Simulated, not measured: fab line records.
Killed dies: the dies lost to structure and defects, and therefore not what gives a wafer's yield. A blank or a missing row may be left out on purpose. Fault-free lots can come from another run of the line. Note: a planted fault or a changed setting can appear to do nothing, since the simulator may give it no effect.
fab line records	flow n5Finfet
record lots=24	wafers=72	lastDay=18
route steps=1938 shown FIN_SAQP@143 FIN_CUT@178 STI_FIN_REVEAL@183 DUMMY_GATE@214
lots untouched by any fault: they come from a run of this same line in which no faults occurred
startH: hours from the record's opening day to when the first of the lot's shown wafers began	waitH: hours since the lot's step before	" unchanged from the row above	L1.1+2: several wafers, shown together as one row	- no value, or no start given	* or withheld: withheld	< > ~ a bound
route shown NAME@n: names a module that has steps shown in the file, with the first one's number in the route	usual: average and standard deviation across the fault-free wafers	same: alike in all rows	chamber/n: place in a boat	sites: each site's reading	_std_site: their standard deviation	_edge_site: mean of outer sites minus mean of inner sites	radiusMm: for every site, how far away it sits from the centre of the wafer	mask NAME#n: copy n	behind: the most recent tool/chamber to have shaped the wafer	hold: why the lot was held/for how many hours/how that ended	device: which transistor (n, p or np) failed to switch	end of line: tests run on the same wafers once the route is complete	a step without rows: its recipe alone	killed: dies lost to structure and defects at the first sort, not the wafer's yield	map: a wafer's dies, marking killed ones x, the rest . and places with no die _
set.NAME: the setting that was run; set.NAME@STEP: the one run at that earlier step	model.NAME: the simulator's own value behind a step, which no gauge read
a sample of lots followed through the steps of the route, with each step as a table and each wafer as a row
services: when a tool's chamber went out of use (startH, in hours from the record's first day, below 0 if earlier), for how many hours, and the reason
## steps
# step N5_FIN_SAQP_ETCH_34
# recipe chemistry=C4F6/O2	target=SiO2	targetDepthA=450	timeS=15	ionEnergyEv=250	pressureMtorr=30	sourceW=345	biasW=185	Ar_flow_sccm=300	C4F6_flow_sccm=10	O2_flow_sccm=10	ends=cleared
# usual C4F6_flow_sccm=10.003/0.03	drypumpMotorCurrentA=5.7/0.4	etchRfOnTimeS=15.06/0.21	oes_o_777_au=0.75/0.067	oesProductAu=0.64/0.06	rfFwdPowerW=336.3/0.91	rfVppV=668/9.4	showerheadPlenumPTorr=2.84/0.093	throttleValvePct=21.15/0.26
lot.wafer	tool	chamber	startH	waitH	C4F6_flow_sccm	drypumpMotorCurrentA	etchRfOnTimeS	oes_o_777_au	oesProductAu	rfFwdPowerW	rfHoursCounterH	rfVppV	showerheadPlenumPTorr	throttleValvePct
L074.3	rieDiel-01	0	25.78	0.0	9.977	5.5	15.28	0.74	0.65	336.4	125	674	2.98	21.04
L074.5	"	3	"	"	10.000	5.5	14.88	0.75	0.65	336.8	-	669	2.84	20.96
L074.6	"	0	"	"	9.998	5.5	15.25	0.74	0.66	333.7	-	674	2.98	21.03
L075.1	rieDiel-01	3	32.55	0.0	10.020	5.5	14.74	0.75	0.65	336.2	146	669	2.84	20.98
L075.2	"	1	"	"	9.989	5.3	14.97	0.78	0.63	335.9	170	659	2.73	21.53
L075.6	"	1	"	"	10.035	5.3	15.04	0.78	0.63	336.6	-	662	2.73	21.54
L076.4	rieDiel-01	3	37.79	0.0	10.008	5.5	14.67	0.75	0.67	335.7	148	669	2.84	20.95
L076.5	"	0	"	"	9.929	5.5	14.98	0.73	0.66	336.7	-	673	2.97	21.04
L076.6	"	3	"	"	9.992	5.5	14.73	0.74	0.66	334.8	-	669	2.84	20.95
L077.2	rieDiel-03	1	43.67	0.0	9.970	5.7	15.07	0.73	0.62	337.3	199	662	2.96	21.46
L077.5	"	2	"	"	9.949	5.7	14.96	0.67	0.61	337.3	-	665	2.72	21.54
L077.6	"	1	"	"	9.992	5.7	15.12	0.73	0.62	337.4	-	662	2.96	21.47
L078.3	rieDiel-06	0	50.26	0.0	10.010	6.5	14.96	0.82	0.69	335.4	90	680	2.76	21.00
L078.4	"	1	"	"	10.043	5.4	14.73	0.70	0.61	334.7	227	656	2.79	20.89
L078.6	"	2	"	"	9.989	5.3	14.93	0.71	0.61	335.4	-	682	2.91	21.05
L079.2	rieDiel-06	2	55.67	0.0	9.977	5.4	15.10	0.71	0.60	335.7	213	681	2.91	21.04
L079.3	"	3	"	"	10.016	5.5	15.60	0.66	0.58	334.6	237	662	2.82	21.65
L079.4	"	3	"	"	10.004	5.5	15.39	0.66	0.58	335.6	-	662	2.82	21.65
L080.2	rieDiel-03	2	61.98	0.0	10.028	5.7	15.08	0.67	0.60	336.9	229	665	2.72	21.54
L080.5	"	2	"	"	10.039	5.8	14.97	0.67	0.60	338.6	-	666	2.72	21.56
L080.6	"	0	"	"	10.008	5.4	15.14	0.78	0.65	336.0	-	668	2.75	21.05
L081.1	rieDiel-03	1	67.86	0.0	9.987	5.7	15.28	0.72	0.61	335.3	209	663	2.96	21.48
L081.4	"	2	"	"	10.012	5.7	15.15	0.67	0.60	334.9	231	665	2.72	21.55
L081.5	"	3	"	"	10.028	6.6	15.33	0.89	0.75	334.8	-	679	3.01	20.84
L082.1	rieDiel-06	3	76.78	0.0	10.053	5.5	15.46	0.66	0.57	334.2	242	664	2.81	21.66
L082.3	"	2	"	"	10.032	5.3	15.12	0.71	0.60	335.8	219	681	2.91	21.04
L082.4	"	0	"	"	9.964	6.5	15.14	0.81	0.69	336.1	94	679	2.76	21.04
L083.3	rieDiel-06	1	80.65	0.0	9.970	5.5	14.65	0.68	0.60	336.8	235	654	2.78	20.88
L083.5	"	0	"	"	10.010	6.5	14.98	0.81	0.68	336.5	-	680	2.76	21.02
L083.6	"	1	"	"	10.021	5.5	14.73	0.69	0.60	336.2	-	654	2.78	20.89
L084.2	rieDiel-01	0	86.80	0.0	10.009	5.5	15.35	0.72	0.65	335.0	144	671	2.97	21.05
L084.3	"	3	"	"	10.020	5.5	14.70	0.74	0.65	337.7	164	668	2.83	20.99
L084.5	"	3	"	"	9.972	5.5	14.84	0.74	0.65	336.4	-	669	2.83	20.98
L085.2	rieDiel-06	0	93.49	0.0	10.015	6.5	15.17	0.80	0.68	337.3	99	679	2.76	21.01
L085.3	"	1	"	"	10.052	5.5	14.66	0.68	0.60	336.6	240	654	2.78	20.90
L085.4	"	3	"	"	10.000	5.6	15.29	0.65	0.58	335.7	247	663	2.81	21.68
L086.1	rieDiel-03	3	102.39	0.0	10.024	6.6	15.13	0.85	0.74	336.9	46	680	3.01	20.86
L086.5	"	1	"	"	9.968	5.7	15.22	0.71	0.60	337.2	-	662	2.95	21.50
L086.6	"	2	"	"	9.972	5.8	15.03	0.66	0.59	337.0	-	665	2.71	21.58
L087.1	rieDiel-06	1	107.03	0.0	10.030	5.5	14.75	0.68	0.60	336.3	245	653	2.78	20.90
L087.3	"	0	"	"	9.990	6.5	15.00	0.79	0.68	337.9	104	680	2.76	21.03
L087.6	"	1	"	"	9.952	5.5	14.73	0.68	0.60	336.1	-	653	2.78	20.91
L088.1	rieDiel-03	0	109.79	0.0	10.034	5.3	15.16	0.76	0.63	336.2	159	669	2.74	21.08
L088.5	"	0	"	"	10.024	5.3	15.22	0.76	0.63	336.5	-	670	2.74	21.07
L088.6	"	1	"	"	10.072	5.7	15.33	0.71	0.60	337.8	-	663	2.95	21.51
L089.2	rieDiel-06	2	116.21	0.0	9.972	5.3	14.98	0.70	0.60	335.3	231	681	2.90	21.08
L089.5	"	1	"	"	10.002	5.4	14.83	0.67	0.59	335.2	-	654	2.78	20.91
L089.6	"	2	"	"	9.973	5.3	15.13	0.69	0.59	335.9	-	681	2.90	21.07
L090.1	rieDiel-01	1	123.63	0.0	9.949	5.3	14.92	0.76	0.62	338.4	197	659	2.72	21.58
L090.3	"	2	"	"	9.983	5.8	15.39	0.73	0.60	336.8	183	652	2.83	21.16
L090.4	"	0	"	"	9.969	5.5	15.09	0.71	0.64	337.0	156	672	2.96	21.08
L091.1	rieDiel-03	1	128.89	0.0	10.000	5.7	14.95	0.70	0.61	337.2	230	663	2.95	21.50
L091.2	"	0	"	"	10.001	5.3	14.97	0.76	0.64	337.5	163	669	2.74	21.08
L091.3	"	3	"	"	9.907	6.6	15.15	0.85	0.73	337.7	55	677	3.00	20.86
L092.1	rieDiel-01	3	134.78	0.0	9.982	5.5	14.74	0.73	0.63	334.9	180	669	2.82	21.00
L092.4	"	1	"	"	10.021	5.3	15.00	0.76	0.62	336.9	200	661	2.72	21.58
L092.6	"	3	"	"	10.039	5.4	14.78	0.72	0.63	335.0	-	668	2.82	20.99
L093.1	rieDiel-01	3	139.92	0.0	10.036	5.5	14.87	0.72	0.63	335.3	182	669	2.82	21.01
L093.2	"	2	"	"	9.975	5.8	15.31	0.71	0.60	336.7	190	653	2.83	21.18
L093.4	"	1	"	"	10.032	5.3	14.84	0.75	0.61	337.7	202	662	2.72	21.59
L094.1	rieDiel-06	0	145.44	0.0	10.033	6.5	15.07	0.78	0.67	337.5	118	679	2.75	21.06
L094.5	"	3	"	"	10.009	5.5	14.73	0.91	0.81	336.3	-	662	2.81	21.30
L094.6	"	0	"	"	10.005	6.5	15.16	0.78	0.66	337.7	-	679	2.75	21.05
L095.3	rieDiel-03	1	152.13	0.0	9.994	5.7	15.24	0.70	0.59	335.5	239	661	2.94	21.51
L095.5	"	2	"	"	10.009	5.7	14.96	0.90	0.82	335.7	-	677	3.05	21.17
L095.6	"	3	"	"	10.013	6.6	15.39	0.84	0.72	336.4	-	679	3.00	20.86
L096.1	rieDiel-06	0	158.90	0.0	10.016	6.5	14.95	0.77	0.67	336.1	123	680	2.75	21.08
L096.2	"	3	"	"	10.025	5.5	14.61	0.90	0.80	337.4	12	662	2.80	21.30
L096.4	"	2	"	"	10.026	5.3	14.90	0.69	0.59	337.2	248	680	2.90	21.11
L097.2	rieDiel-06	1	163.89	0.0	9.994	5.5	14.94	0.94	0.82	337.0	5	654	2.77	20.51
L097.3	"	2	"	"	10.031	5.3	15.15	0.68	0.58	336.6	249	680	2.89	21.09
L097.5	"	3	"	"	9.955	5.6	14.75	0.88	0.79	335.6	-	662	2.80	21.30
# step N5_FIN_CUT_STRIP_22
# recipe chemistry=N2/H2	powerW=500	tempC=40	pressureMtorr=50	rfFrequencyHz=6e+07	overashFraction=0.3	biasPowerW=8	h2Frac=0.5	n2FlowSccm=300	h2FlowSccm=300
# usual drypumpMotorCurrentA=5.7/0.42	oesProductAu=0.79/0.1	rfVppV=54.2/2.2	showerheadPlenumPTorr=3.37/0.13	tempC=40.00/0.12	throttleValvePct=19.2/0.34
lot.wafer	tool	chamber	startH	waitH	drypumpMotorCurrentA	oesProductAu	rfHoursCounterH	rfVppV	showerheadPlenumPTorr	tempC	throttleValvePct
L074.3	rieDiel-04	1	27.55	0.0	5.2	0.76	177	55.4	3.34	39.99	18.6
L074.5	"	0	"	"	4.8	0.69	-	56.3	3.20	40.23	18.9
L074.6	"	1	"	"	5.2	0.75	-	53.5	3.34	40.10	18.6
L075.1	rieDiel-02	0	34.22	0.0	5.7	0.74	149	55.4	3.37	39.96	19.0
L075.2	"	3	"	"	5.6	0.67	238	54.8	3.33	39.91	19.7
L075.6	"	1	"	"	5.0	0.68	-	56.2	3.31	39.93	19.5
L076.4	rieDiel-05	2	39.45	0.0	5.6	0.87	48	56.7	3.28	39.86	18.8
L076.5	"	1	"	"	6.3	0.71	-	54.1	3.38	40.11	19.4
L076.6	"	2	"	"	5.5	0.88	-	55.6	3.28	40.00	18.8
L077.2	rieDiel-02	0	45.53	0.1	5.7	0.75	153	58.4	3.37	39.94	19.0
L077.5	"	2	"	"	5.9	0.99	-	56.2	3.58	40.10	19.1
L077.6	"	1	"	"	5.1	0.68	-	52.0	3.31	39.95	19.4
L078.3	rieDiel-05	0	52.43	0.0	5.4	0.73	191	57.7	3.23	40.15	19.6
L078.4	"	3	"	"	5.9	0.94	-	51.5	3.58	39.95	18.7
L078.6	"	0	"	"	5.4	0.71	-	52.2	3.23	40.07	19.6
L079.2	rieDiel-02	0	57.37	0.0	5.8	0.73	157	55.5	3.37	39.95	19.0
L079.3	"	2	"	"	5.9	0.94	4	56.8	3.58	40.16	19.2
L079.4	"	3	"	"	5.7	0.70	246	52.2	3.33	39.93	19.8
L080.2	rieDiel-04	0	63.62	0.0	4.8	0.68	227	52.9	3.20	39.98	18.9
L080.5	"	2	"	"	6.2	0.94	-	56.0	3.58	39.74	19.0
L080.6	"	3	"	"	6.2	0.83	-	54.2	3.29	40.09	19.5
L081.1	rieDiel-05	0	69.50	0.0	5.4	0.72	195	54.1	3.23	39.91	19.6
L081.4	"	2	"	"	5.5	0.84	57	56.3	3.27	39.96	18.8
L081.5	"	0	"	"	5.4	0.72	-	56.1	3.23	39.80	19.7
L082.1	rieDiel-02	0	78.58	0.0	5.7	0.72	161	55.8	3.36	40.03	19.0
L082.3	"	2	"	"	5.8	0.95	8	54.5	3.58	39.94	19.2
L082.4	"	2	"	"	5.8	0.92	-	56.3	3.58	39.87	19.2
L083.3	rieDiel-02	0	82.43	0.0	5.8	0.72	162	52.2	3.36	40.05	19.0
L083.5	"	2	"	"	5.8	0.92	-	57.4	3.58	39.85	19.2
L083.6	"	1	"	"	5.1	0.66	-	54.5	3.30	39.83	19.5
L084.2	rieDiel-05	0	88.86	0.0	5.4	0.71	200	53.6	3.22	39.97	19.6
L084.3	"	1	"	"	6.3	0.71	170	54.6	3.37	40.06	19.5
L084.5	"	3	"	"	5.9	0.92	-	53.1	3.58	39.94	18.7
L085.2	rieDiel-04	3	95.14	0.0	6.2	0.82	94	58.3	3.28	40.19	19.5
L085.3	"	1	"	"	5.2	0.72	197	55.0	3.33	40.01	18.7
L085.4	"	2	"	"	6.1	0.88	11	55.2	3.57	39.81	19.1
L086.1	rieDiel-02	3	104.45	0.0	5.7	0.99	3	53.4	3.33	40.00	19.3
L086.5	"	2	"	"	5.8	0.92	-	49.4	3.57	39.95	19.2
L086.6	"	1	"	"	5.1	0.65	-	53.0	3.30	40.02	19.5
L087.1	rieDiel-05	0	108.68	0.0	5.4	0.72	204	55.7	3.22	40.07	19.6
L087.3	"	1	"	"	6.3	0.71	176	54.7	3.37	40.10	19.5
L087.6	"	3	"	"	5.9	0.90	-	51.4	3.57	39.86	18.7
L088.1	rieDiel-05	0	111.58	0.2	5.4	0.73	205	56.7	3.22	39.84	19.7
L088.5	"	3	"	"	5.9	0.91	-	55.3	3.57	39.83	18.7
L088.6	"	0	"	"	5.4	0.72	-	54.4	3.22	40.03	19.6
L089.2	rieDiel-05	3	118.09	0.1	6.0	0.90	26	55.8	3.57	40.02	18.7
L089.5	"	1	"	"	6.3	0.72	-	52.5	3.37	40.21	19.5
L089.6	"	0	"	"	5.4	0.71	-	51.6	3.22	39.93	19.6
L090.1	rieDiel-04	1	125.47	0.2	5.2	0.71	206	56.1	3.32	40.11	18.6
L090.3	"	3	"	"	6.2	0.80	104	53.1	3.28	40.18	19.5
L090.4	"	2	"	"	6.2	0.91	21	60.5	3.57	39.84	19.1
L091.1	rieDiel-05	0	130.66	0.0	5.4	0.70	211	53.8	3.22	39.92	19.6
L091.2	"	2	"	"	5.5	0.83	74	53.7	3.27	40.07	18.9
L091.3	"	1	"	"	6.3	0.71	183	53.2	3.37	40.28	19.5
L092.1	rieDiel-04	1	136.48	0.0	5.2	0.72	209	53.1	3.32	40.01	18.6
L092.4	"	2	"	"	6.2	0.90	24	53.4	3.56	40.06	19.1
L092.6	"	1	"	"	5.2	0.70	-	56.7	3.32	40.05	18.7
L093.1	rieDiel-02	2	141.60	0.1	5.9	0.89	22	54.0	3.57	39.94	19.2
L093.2	"	3	"	"	5.8	0.97	9	48.8	3.32	40.20	19.4
L093.4	"	0	"	"	5.8	0.73	-	53.1	3.36	39.90	19.0
L094.1	rieDiel-02	3	147.16	0.1	5.8	0.99	12	52.4	3.32	40.13	19.4
L094.5	"	3	"	"	5.7	0.97	-	52.5	3.32	40.06	19.4
L094.6	"	0	"	"	5.8	0.73	-	52.5	3.35	39.97	19.1
L095.3	rieDiel-04	1	153.79	0.0	5.2	0.72	215	53.6	3.32	40.00	18.6
L095.5	"	3	"	"	6.2	0.83	-	53.1	3.28	40.04	19.6
L095.6	"	1	"	"	5.2	0.71	-	52.2	3.31	39.96	18.7
L096.1	rieDiel-04	2	160.57	0.0	6.2	0.86	32	57.8	3.56	39.94	19.1
L096.2	"	1	"	"	5.1	0.70	218	55.6	3.31	40.07	18.7
L096.4	"	1	"	"	5.1	0.71	-	55.9	3.31	40.05	18.7
L097.2	rieDiel-02	1	170.23	0.0	5.1	0.96	6	53.1	3.30	39.80	19.1
L097.3	"	0	"	"	5.7	0.70	185	54.2	3.35	40.13	19.1
L097.5	"	3	"	"	5.8	0.93	-	58.3	3.32	39.89	19.4
# step N5_STI_FIN_REVEAL_ALD_00
# recipe material=SiO2	targetThkA=10	tempC=300	aldPrecursorFamily=BDEAS	aldCoReactant=O2-plasma	pulseTimeS=1	pressureTorr=2
# usual heaterPowerW=498/35	precursorPulseHeightRel=0.997/0.021
lot.wafer	tool	chamber	startH	waitH	heaterPowerW	precursorPulseHeightRel
L074.3	aldSin-02	2	27.74	0.0	497	0.973
L074.5	"	1	"	"	462	0.983
L074.6	"	2	"	"	512	0.978
L075.1	aldSin-02	2	34.42	0.0	513	1.022
L075.2	"	0	"	"	547	1.018
L075.6	"	2	"	"	501	1.001
L076.4	aldSin-02	2	39.71	0.0	506	0.987
L076.5	"	2	"	"	509	1.006
L076.6	"	1	"	"	456	0.985
L077.2	aldSin-02	3	45.72	0.0	529	1.007
L077.5	"	1	"	"	461	0.986
L077.6	"	2	"	"	505	1.037
L078.3	aldSin-01	2	52.71	0.0	492	0.978
L078.4	"	0	"	"	540	0.998
L078.6	"	3	"	"	476	1.004
L079.2	aldSin-01	2	57.57	0.0	494	0.996
L079.3	"	1	"	"	444	0.994
L079.4	"	3	"	"	479	1.010
L080.2	aldSin-04	2	63.82	0.0	498	1.012
L080.5	"	2	"	"	502	0.992
L080.6	"	0	"	"	553	1.012
L081.1	aldSin-01	0	69.70	0.0	537	1.029
L081.4	"	1	"	"	444	1.049
L081.5	"	0	"	"	528	0.967
L082.1	aldSin-01	2	79.16	0.4	492	1.012
L082.3	"	1	"	"	446	0.970
L082.4	"	3	"	"	473	0.997
L083.3	aldSin-04	1	83.79	1.2	462	1.004
L083.5	"	0	"	"	551	1.010
L083.6	"	3	"	"	432	1.018
L084.2	aldSin-01	1	90.76	1.7	445	1.002
L084.3	"	2	"	"	496	0.998
L084.5	"	0	"	"	530	0.955
L085.2	aldSin-01	3	97.54	2.2	477	0.964
L085.3	"	0	"	"	553	1.000
L085.4	"	1	"	"	457	1.019
L086.1	aldSin-04	1	105.54	0.9	495	1.020
L086.5	"	2	"	"	474	0.994
L086.6	"	1	"	"	479	0.995
L087.1	aldSin-02	0	108.88	0.0	540	0.959
L087.3	"	2	"	"	513	1.005
L087.6	"	1	"	"	445	1.021
L088.1	aldSin-02	0	112.34	0.6	530	1.015
L088.5	"	1	"	"	456	1.041
L088.6	"	0	"	"	531	0.979
L089.2	aldSin-02	0	118.29	0.0	541	0.967
L089.5	"	2	"	"	518	1.007
L089.6	"	3	"	"	547	0.988
L090.1	aldSin-02	3	125.67	0.0	524	1.002
L090.3	"	0	"	"	538	1.000
L090.4	"	1	"	"	464	1.024
L091.1	aldSin-01	2	131.03	0.2	506	0.987
L091.2	"	1	"	"	440	1.004
L091.3	"	0	"	"	536	1.035
L092.1	aldSin-02	3	136.69	0.0	527	0.999
L092.4	"	2	"	"	508	1.013
L092.6	"	1	"	"	454	0.988
L093.1	aldSin-02	3	141.80	0.0	540	0.967
L093.2	"	0	"	"	533	1.001
L093.4	"	2	"	"	510	0.955
L094.1	aldSin-02	1	147.37	0.0	459	0.986
L094.5	"	2	"	"	494	0.981
L094.6	"	3	"	"	547	1.021
L095.3	aldSin-01	3	153.99	0.0	483	0.997
L095.5	"	2	"	"	494	0.968
L095.6	"	1	"	"	441	1.031
L096.1	aldSin-02	1	160.78	0.0	461	1.010
L096.2	"	3	"	"	552	1.004
L096.4	"	0	"	"	532	1.047
L097.2	aldSin-04	0	170.43	0.0	537	0.968
L097.3	"	1	"	"	490	0.998
L097.5	"	0	"	"	542	0.987
# step N5_STI_FIN_REVEAL_ALD_14
# recipe material=Si3N4	targetThkA=30	tempC=400	aldPrecursorFamily=SiH2I2	aldCoReactant=N2/H2-plasma	pressureTorr=2
# usual heaterPowerW=890/62
lot.wafer	tool	chamber	startH	waitH	heaterPowerW
L074.3	aldSin-02	2	27.79	0.0	906
L074.5	"	1	"	"	859
L074.6	"	2	"	"	907
L075.1	aldSin-02	2	34.47	0.0	914
L075.2	"	0	"	"	980
L075.6	"	2	"	"	924
L076.4	aldSin-02	2	39.76	0.0	904
L076.5	"	2	"	"	901
L076.6	"	1	"	"	814
L077.2	aldSin-02	3	45.77	0.0	942
L077.5	"	1	"	"	825
L077.6	"	2	"	"	901
L078.3	aldSin-01	2	52.76	0.0	889
L078.4	"	0	"	"	933
L078.6	"	3	"	"	848
L079.2	aldSin-01	2	57.62	0.0	875
L079.3	"	1	"	"	812
L079.4	"	3	"	"	864
L080.2	aldSin-04	2	63.87	0.0	879
L080.5	"	2	"	"	881
L080.6	"	0	"	"	983
L081.1	aldSin-01	0	69.75	0.0	931
L081.4	"	1	"	"	791
L081.5	"	0	"	"	964
L082.1	aldSin-01	2	79.21	0.0	865
L082.3	"	1	"	"	789
L082.4	"	3	"	"	847
L083.3	aldSin-04	1	83.84	0.0	787
L083.5	"	0	"	"	959
L083.6	"	3	"	"	773
L084.2	aldSin-01	1	90.81	0.0	817
L084.3	"	2	"	"	879
L084.5	"	0	"	"	954
L085.2	aldSin-01	3	97.59	0.0	842
L085.3	"	0	"	"	934
L085.4	"	1	"	"	809
L086.1	aldSin-04	1	105.59	0.0	890
L086.5	"	2	"	"	832
L086.6	"	1	"	"	864
L087.1	aldSin-02	0	108.93	0.0	960
L087.3	"	2	"	"	926
L087.6	"	1	"	"	837
L088.1	aldSin-02	0	112.39	0.0	958
L088.5	"	1	"	"	831
L088.6	"	0	"	"	959
L089.2	aldSin-02	0	118.34	0.0	989
L089.5	"	2	"	"	911
L089.6	"	3	"	"	960
L090.1	aldSin-02	3	125.72	0.0	946
L090.3	"	0	"	"	960
L090.4	"	1	"	"	817
L091.1	aldSin-01	2	131.08	0.0	856
L091.2	"	1	"	"	823
L091.3	"	0	"	"	932
L092.1	aldSin-02	3	136.74	0.0	961
L092.4	"	2	"	"	911
L092.6	"	1	"	"	813
L093.1	aldSin-02	3	141.85	0.0	943
L093.2	"	0	"	"	969
L093.4	"	2	"	"	914
L094.1	aldSin-02	1	147.42	0.0	830
L094.5	"	2	"	"	926
L094.6	"	3	"	"	927
L095.3	aldSin-01	3	154.04	0.0	863
L095.5	"	2	"	"	891
L095.6	"	1	"	"	792
L096.1	aldSin-02	1	160.83	0.0	832
L096.2	"	3	"	"	969
L096.4	"	0	"	"	973
L097.2	aldSin-04	0	170.48	0.0	965
L097.3	"	1	"	"	874
L097.5	"	0	"	"	974
# step N5_DUMMY_GATE_ALD_02
# recipe material=SiO2	targetThkA=20	tempC=300	aldPrecursorFamily=BDEAS	aldCoReactant=O2-plasma	pulseTimeS=1	pressureTorr=2
# usual heaterPowerW=476/47	precursorPulseHeightRel=1.000/0.018
lot.wafer	tool	chamber	startH	waitH	heaterPowerW	precursorPulseHeightRel
L074.3	aldSin-03	0	36.72	0.0	407	1.000
L074.5	"	3	"	"	415	0.996
L074.6	"	2	"	"	462	0.991
L075.1	aldSin-03	0	44.50	0.0	427	1.010
L075.2	"	1	"	"	440	0.998
L075.6	"	0	"	"	407	0.994
L076.4	aldSin-03	1	50.84	0.0	445	1.000
L076.5	"	1	"	"	447	1.002
L076.6	"	2	"	"	452	0.989
L077.2	aldSin-03	2	55.12	0.4	469	1.048
L077.5	"	0	"	"	419	1.005
L077.6	"	1	"	"	457	0.986
L078.3	aldSin-02	2	61.69	0.0	519	0.982
L078.4	"	1	"	"	452	0.998
L078.6	"	3	"	"	523	0.998
L079.2	aldSin-02	1	67.11	0.0	463	1.039
L079.3	"	0	"	"	528	1.006
L079.4	"	3	"	"	531	1.001
L080.2	aldSin-02	0	73.39	0.6	545	0.998
L080.5	"	3	"	"	530	0.985
L080.6	"	0	"	"	541	0.964
L081.1	aldSin-03	3	79.47	1.0	420	1.010
L081.4	"	1	"	"	449	1.006
L081.5	"	3	"	"	409	1.027
L082.1	aldSin-03	3	89.32	0.4	407	0.966
L082.3	"	1	"	"	450	0.982
L082.4	"	2	"	"	451	0.980
L083.3	aldSin-02	1	93.71	1.0	458	0.972
L083.5	"	0	"	"	526	0.974
L083.6	"	1	"	"	455	0.997
L084.2	aldSin-03	0	101.22	1.7	406	1.008
L084.3	"	2	"	"	460	0.988
L084.5	"	1	"	"	444	1.046
L085.2	aldSin-02	1	106.84	0.4	466	1.014
L085.3	"	0	"	"	545	1.016
L085.4	"	2	"	"	512	0.998
L086.1	aldSin-02	1	114.78	0.0	460	1.011
L086.5	"	2	"	"	507	0.996
L086.6	"	1	"	"	458	1.044
L087.1	aldSin-02	0	117.68	0.0	535	0.981
L087.3	"	1	"	"	465	1.004
L087.6	"	3	"	"	533	0.980
L088.1	aldSin-03	0	122.14	0.0	411	0.992
L088.5	"	0	"	"	421	0.979
L088.6	"	3	"	"	426	1.039
L089.2	aldSin-04	2	127.60	0.3	472	0.996
L089.5	"	0	"	"	536	0.995
L089.6	"	3	"	"	402	1.004
L090.1	aldSin-04	1	135.72	0.0	485	0.991
L090.3	"	2	"	"	491	0.994
L090.4	"	0	"	"	530	0.992
L091.1	aldSin-04	3	139.88	0.0	402	0.974
L091.2	"	0	"	"	529	1.000
L091.3	"	2	"	"	484	1.007
L092.1	aldSin-02	2	146.05	0.4	519	0.988
L092.4	"	0	"	"	523	1.040
L092.6	"	3	"	"	541	1.005
L093.1	aldSin-04	1	151.06	0.0	481	1.004
L093.2	"	0	"	"	533	1.013
L093.4	"	3	"	"	392	1.009
L094.1	aldSin-02	3	156.64	0.1	524	1.005
L094.5	"	1	"	"	460	1.016
L094.6	"	2	"	"	509	0.986
L095.3	aldSin-04	1	163.54	0.3	499	0.990
L095.5	"	1	"	"	493	0.991
L095.6	"	0	"	"	536	1.025
L096.1	aldSin-03	2	169.70	0.0	466	0.988
L096.2	"	0	"	"	428	0.980
L096.4	"	1	"	"	470	1.029
L097.2	aldSin-04	3	179.39	0.0	404	0.989
L097.3	"	0	"	"	537	0.986
L097.5	"	1	"	"	489	1.005
# step N5_DUMMY_GATE_CD_MEAS_15
# recipe targetCdNm=25.8	landingEnergyEv=500	detector=seInlens
# usual cdNm=25.08/0.23
lot.wafer	tool	chamber	startH	waitH	cdNm
L074.3	cdSem-02	0	48.61	-	25.10
L074.5	"	0	"	"	25.18
L074.6	"	0	"	"	25.18
L075.1	cdSem-02	0	53.97	-	25.36
L075.2	"	0	"	"	25.32
L075.6	"	0	"	"	25.13
L076.4	cdSem-03	0	59.23	-	25.19
L076.5	"	0	"	"	24.99
L076.6	"	0	"	"	24.95
L077.2	cdSem-01	0	63.55	-	24.92
L077.5	"	0	"	"	24.91
L077.6	"	0	"	"	24.93
L078.3	cdSem-02	0	70.11	-	25.30
L078.4	"	0	"	"	25.54
L078.6	"	0	"	"	25.29
L079.2	cdSem-02	0	75.66	-	25.01
L079.3	"	0	"	"	24.98
L079.4	"	0	"	"	24.96
L080.2	cdSem-01	0	81.78	-	25.05
L080.5	"	0	"	"	24.66
L080.6	"	0	"	"	24.87
L081.1	cdSem-02	0	87.98	-	24.97
L081.4	"	0	"	"	25.14
L081.5	"	0	"	"	24.90
L082.1	cdSem-02	0	97.69	-	25.27
L082.3	"	0	"	"	25.23
L082.4	"	0	"	"	25.05
L083.3	cdSem-01	0	102.14	-	24.93
L083.5	"	0	"	"	25.31
L083.6	"	0	"	"	24.77
L084.2	cdSem-03	0	109.83	-	25.34
L084.3	"	0	"	"	24.77
L084.5	"	0	"	"	25.47
L085.2	cdSem-03	0	115.37	-	25.00
L085.3	"	0	"	"	25.39
L085.4	"	0	"	"	25.23
L086.1	cdSem-01	0	125.14	-	24.95
L086.5	"	0	"	"	24.61
L086.6	"	0	"	"	24.93
L087.1	cdSem-03	0	126.08	-	24.71
L087.3	"	0	"	"	24.83
L087.6	"	0	"	"	25.07
L088.1	cdSem-02	0	133.19	-	25.38
L088.5	"	0	"	"	25.45
L088.6	"	0	"	"	25.42
L089.2	cdSem-01	0	136.00	-	24.75
L089.5	"	0	"	"	25.26
L089.6	"	0	"	"	25.29
L090.1	cdSem-03	0	144.19	-	24.92
L090.3	"	0	"	"	25.08
L090.4	"	0	"	"	24.98
L091.1	cdSem-01	0	148.25	-	24.98
L091.2	"	0	"	"	25.08
L091.3	"	0	"	"	25.33
L092.1	cdSem-02	0	154.46	-	25.14
L092.4	"	0	"	"	25.45
L092.6	"	0	"	"	25.27
L093.1	cdSem-03	0	161.39	-	25.02
L093.2	"	0	"	"	25.16
L093.4	"	0	"	"	24.83
L094.1	cdSem-01	0	168.82	-	25.05
L094.5	"	0	"	"	24.69
L094.6	"	0	"	"	25.05
L095.3	cdSem-02	0	171.93	-	24.65
L095.5	"	0	"	"	24.81
L095.6	"	0	"	"	25.14
L096.1	cdSem-03	0	178.08	-	24.91
L096.2	"	0	"	"	25.18
L096.4	"	0	"	"	25.02
L097.2	cdSem-02	0	187.78	-	25.04
L097.3	"	0	"	"	25.29
L097.5	"	0	"	"	25.08
## services
tool	chamber	startH	hours	kind
rieDiel-04	0	7.90	6.5	repair
rieDiel-04	-	9.25	0.3	repair
aldSin-01	-	9.27	1.0	repair
rieDiel-03	2	13.72	2.6	repair
aldSin-02	3	23.79	15.1	repair
aldSin-03	-	30.29	0.7	repair
rieDiel-03	3	33.53	33.0	repair
aldSin-04	1	40.23	10.2	repair
rieDiel-05	0	44.41	2.8	repair
rieDiel-05	1	45.34	8.6	repair
aldSin-04	3	60.49	3.6	repair
rieDiel-04	1	80.68	3.3	repair
aldSin-04	-	85.25	14.0	pm
rieDiel-01	1	95.89	7.1	repair
aldSin-03	2	108.13	17.3	repair
rieDiel-02	-	110.04	15.6	pm
aldSin-03	1	117.65	21.3	repair
rieDiel-06	-	127.09	0.4	repair
rieDiel-04	3	138.80	6.5	repair
rieDiel-02	2	146.85	7.3	repair
aldSin-02	0	148.67	4.0	repair
aldSin-04	3	162.91	8.3	repair
rieDiel-02	-	174.45	5.9	repair
aldSin-03	-	177.52	14.0	pm
## key
fault none
